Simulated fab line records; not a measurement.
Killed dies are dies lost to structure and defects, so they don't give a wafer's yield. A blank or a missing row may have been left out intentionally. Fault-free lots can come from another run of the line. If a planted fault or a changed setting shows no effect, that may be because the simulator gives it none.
Chamber matching | flow nand_harc | 4 sister chambers for NHARC_A_STAIRCASE_TRIM_12 on rie_diel-06
The step chemistry O2, time 211.2 s. 8 wafers are shown with their chamber, then 8 later ones without.

WAFERS WITH THEIR CHAMBER
wafer  | chamber | drypump_motor_current_A (A) | showerhead_plenum_p_Torr (Torr)
L079.1 | 3       | 5.3                         | 3.52
L082.2 | 0       | 5.2                         | 3.39
L082.4 | 2       | 6.3                         | 3.54
L082.5 | 1       | 5.6                         | 3.27
L086.2 | 1       | 5.6                         | 3.27
L086.5 | 3       | 5.3                         | 3.51
L086.6 | 2       | 6.3                         | 3.54
L089.1 | 0       | 5.3                         | 3.38

WAFERS WHOSE CHAMBER IS MISSING
wafer  | drypump_motor_current_A (A) | showerhead_plenum_p_Torr (Torr)
L089.4 | 6.3                         | 3.53
L089.5 | 5.3                         | 3.38
L090.2 | 5.3                         | 3.38
L090.3 | 5.3                         | 3.50
L090.6 | 6.2                         | 3.53
L095.2 | 6.2                         | 3.52
L095.4 | 5.2                         | 3.49
L095.5 | 6.3                         | 3.52

CHAMBER TAKEN BY EACH
wafer  | from the rows above | in truth
L089.4 | 2                   | 2
L089.5 | 0                   | 0
L090.2 | 0                   | 0
L090.3 | 3                   | 3
L090.6 | 2                   | 2
L095.2 | 2                   | 2
L095.4 | 3                   | 3
L095.5 | 2                   | 2
Placed correctly: 8 of 8. Can't be placed from these rows: 0. Placed wrongly: 0.
How it was worked out, from the rows above alone: a wafer's distance from a chamber is the root of the sum, over the readings, of the square of ((its reading less the chamber's mean) divided by the reading's scatter). The wafer belongs to the nearest chamber; if the next one is less than 2 further off, it can't be placed. Each chamber's mean is taken over the wafers shown for it. How the scatter is found: for the shown wafers, subtract from each reading the mean of its chamber, square and add these, divide the total by (wafers less chambers), then take the root.
